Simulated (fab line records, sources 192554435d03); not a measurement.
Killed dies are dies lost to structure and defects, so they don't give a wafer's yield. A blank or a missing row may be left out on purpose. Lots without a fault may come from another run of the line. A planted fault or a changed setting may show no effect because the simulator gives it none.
Problem report in the 8D (eight disciplines) form, filled by code | flow n5_finfet | the parts of the form that need people (team, actions taken, sign-off) are left out

1. THE PROBLEM
spin_speed_rpm at N5_BEOL_M2_COAT_68 reads a mean of 1688.2 rpm on 6 wafers of 2 lots; wafers without a fault read 1499.9 rpm with a standard deviation of 1. That is +99 or more standard deviations from the usual mean.
The step: time 60 s, resist thk 12 nm.
First seen on wafer L290.2, day 10 19:54, on litho_track-03. The record holds 12 wafers of 4 lots with a number at this step. Rule for "out", or "out of limits": more than 4 standard deviations from the usual mean. The other wafers with a number count as sound.

2. WHAT IT IS AND WHAT IT IS NOT
question                    | is                     | is not
which readings at this step | spin_speed_rpm         | -
which lots                  | L290, L291             | L281, L294
which wafers of those lots  | all that have a number | -
read on which tools         | litho_track-03         | litho_track-02
when                        | from day 10 19:54      | up to then (3 sound wafers); but 3 sound wafers of L294 came after

3. SUSPECTS, AND WHAT RULES EACH OUT
Counting: a tool at a process step up to the reading stays a suspect if it ran every lot that is out and no sound lot after the first of them.
- litho_track-03 at N5_BEOL_M2_COAT_68 (time 60 s, resist thk 12 nm): kept. It ran every lot that is out, first L290 (day 10 19:54), and no sound lot after that; its last sound lot up to then is L281 (day 8 12:56). Its own readings are out on those wafers: spin_speed_rpm.
Left after counting: litho_track-03 at N5_BEOL_M2_COAT_68.

4. THE CAUSE (what the simulator had put in)
Process parameter drift: litho_track-03, from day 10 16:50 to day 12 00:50, at N5_BEOL_M2_COAT_68. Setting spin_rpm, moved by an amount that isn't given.
Counting left only this tool.

5. THE CHAIN OF EFFECTS, in route order
Each row: a reading whose mean over the struck wafers that have a number lies more than 3 standard deviations from the usual. Only readings for which the record gives a usual standard deviation are gone through. hours: the time from each lot's start at the first step in this table that gives one to its start at this step, as a median over the lots. sigmas: the change in usual standard deviations.
hours | step               | reading        | usual      | on struck wafers | change | sigmas
0     | N5_BEOL_M2_COAT_68 | spin_speed_rpm | 1499.9 rpm | 1688.2           | +188.3 | +99 or more
The process steps in it:
- N5_BEOL_M2_COAT_68: time 60 s, resist thk 12 nm.
Later measuring or inspecting steps at which every struck wafer that the step has a row for has a number for every such reading, and none has moved that far: N5_BEOL_M4_RC_MEAS_101.

6. WHAT WOULD HAVE CAUGHT IT SOONER
In this record the first reading out of limits was taken at day 10 19:54, 3 hours after the fault began at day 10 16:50.
